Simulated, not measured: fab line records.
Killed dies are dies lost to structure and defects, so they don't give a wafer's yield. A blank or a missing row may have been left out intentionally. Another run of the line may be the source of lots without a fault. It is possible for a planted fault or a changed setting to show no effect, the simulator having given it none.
A struck lot beside a sound one -- flow n5_finfet -- 20 out of 1938 route steps
Sound: the wafers L300.3, L300.4, L300.5. Struck: wafers L306.2, L306.3. The cause is named last.
Order at every step that has rows: each side's tool, ch and its chambers, its first start. Under that, the readings that differ: sound wafers -- struck wafers -- difference of the means -- sigmas: that difference in standard deviations of wafers without a fault.
alike: readings with means less than 2 such deviations apart, plus words and numbers identical on both sides. not compared: withheld readings, readings lacking a value on some wafer, bounds such as >300 that could conceal the same value, and numbers that have no deviation in the record and whose values overlap.
A row with sigmas, a row that says differs or no value, or rows on one side alone: a step with any of these is where the two part. Non-overlapping numbers with no deviation appear without sigmas and do not part them. Lack of a reading on every wafer of one side parts them only where that side has two or more wafers.

first, 9 steps without rows for these wafers: N5_BEOL_M1_COAT_67 (time 60 s, resist thk 60 nm); N5_BEOL_M1_COAT_68 (time 60 s, resist thk 12 nm); N5_BEOL_M1_COAT_76 (time 60 s, resist thk 5 nm); N5_BEOL_M1_COAT_22 (resist thk 30 nm); N5_BEOL_M1_EBR_24; N5_BEOL_M1_SOFTBAKE_23 (time 60 s); N5_BEOL_M1_EXPOSE_25 (exposes mask V0, defocus 5 nm, target cd 24 nm); N5_BEOL_M1_PEB_26 (peb time 60 s); N5_BEOL_M1_DEVELOP_27 (develop time 30 s).
N5_BEOL_M1_CD_MEAS_28: target cd y 23.3 nm.
  sound on cd_sem-02 ch 0, day 8 03:57; struck on cd_sem-01 ch 0, day 9 23:23
  alike: cd_nm
N5_BEOL_M1_OVL_MEAS_29:
  sound on overlay-01 ch 0, day 8 03:59; struck on overlay-02 ch 0, day 9 23:25
  alike: V0_OVL
N5_BEOL_M1_INSPECT_30: inspects for defects (brightfield).
  struck on defect_inspect-02, day 9 23:28; sound on defect_inspect-01, day 8 04:02
  alike: raw_defect_count
N5_BEOL_M1_DESCUM_33: chemistry O2, time 7 s.
  sound on rie_diel-02 ch 0,1,2, day 8 04:04; struck on rie_diel-06 ch 0,2, day 9 23:30
reading,sound,struck,difference,sigmas
model.CAR-EUV_of_BEOL_M1_COAT_22.thk_nm (nm),26.2 26 26.2,25.8 25.6,-0.4,
  alike: drypump_motor_current_A, oes_product_au, rf_vpp_V, showerhead_plenum_p_Torr, throttle_valve_pct
  not compared: rf_hours_counter_h
N5_BEOL_M1_ETCH_77: etches underlayer in N2/H2, target depth 6.5 nm, time 5.2 s.
  sound on rie_diel-02 ch 0,1,2, day 8 04:06; struck on rie_diel-06 ch 0,2, day 9 23:32
  alike: drypump_motor_current_A, etch_rf_on_time_s, oes_product_au, rf_vpp_V, showerhead_plenum_p_Torr, throttle_valve_pct
  not compared: rf_hours_counter_h
N5_BEOL_M1_ETCH_69: etches SiARC in CF4, target depth 15.6 nm, time 26 s.
  sound on rie_diel-02 ch 0,1,2, day 8 04:07; struck on rie_diel-06 ch 0,2, day 9 23:33
  alike: drypump_motor_current_A, etch_rf_on_time_s, oes_product_au, rf_vpp_V, showerhead_plenum_p_Torr, throttle_valve_pct
  not compared: rf_hours_counter_h
N5_BEOL_M1_ALD_98: deposits SiO2, target thk 2.5 nm, pulse time 1 s, co reactant pulse time 1 s.
  sound on ald_sin-03 ch 0,2,3, day 8 04:13; struck on ald_sin-03 ch 2,3, day 9 23:55
  alike: heater_power_w, precursor_pulse_height_rel
N5_BEOL_M1_ETCHBACK_99: etches SiO2 in CHF3, target depth 5 nm, time 10.4 s.
  sound on rie_diel-01 ch 0,3, day 8 04:50; struck on rie_diel-01 ch 1,2, day 10 04:03
reading,sound,struck,difference,sigmas
model.CAR-EUV_of_BEOL_M1_COAT_22.thk_nm (nm),10.4 10.4 10.6,10 9.8,-1,
  alike: drypump_motor_current_A, oes_product_au, rf_vpp_V, showerhead_plenum_p_Torr, throttle_valve_pct
  not compared: rf_hours_counter_h
N5_BEOL_M1_ETCH_70: etches SOC in N2/H2, target depth 80 nm, overetch 16 nm, time 120 s.
  sound on rie_diel-01 ch 0,3, day 8 04:52; struck on rie_diel-01 ch 1,2, day 10 04:05
  alike: drypump_motor_current_A, oes_product_au, rf_vpp_V, showerhead_plenum_p_Torr, throttle_valve_pct
  not compared: rf_hours_counter_h
N5_BEOL_M4_RC_MEAS_101:
  sound on prober-02 ch 0, day 9 20:22; struck on prober-01 ch 0, day 12 03:08
  alike: DIBL_N, DIBL_P, IOFF_N, IOFF_P, ION_N, ION_P, SS_N, SS_P, VT_N, VT_P
-- the record jumps here: 4 days lie between the struck wafers' starts before and after (it left off in module BEOL_M4 and takes up again in module PASSIVATION, whose first step shown is number 1936 of the route) --
N5_PASSIVATION_PROBE_49:
  rows exist in the record for the struck wafers here (prober-01, day 16 09:26), but not for the sound ones

== WHERE THEY PART ==
Within this record, at N5_PASSIVATION_PROBE_49 only.

WHY: what the simulator had put in
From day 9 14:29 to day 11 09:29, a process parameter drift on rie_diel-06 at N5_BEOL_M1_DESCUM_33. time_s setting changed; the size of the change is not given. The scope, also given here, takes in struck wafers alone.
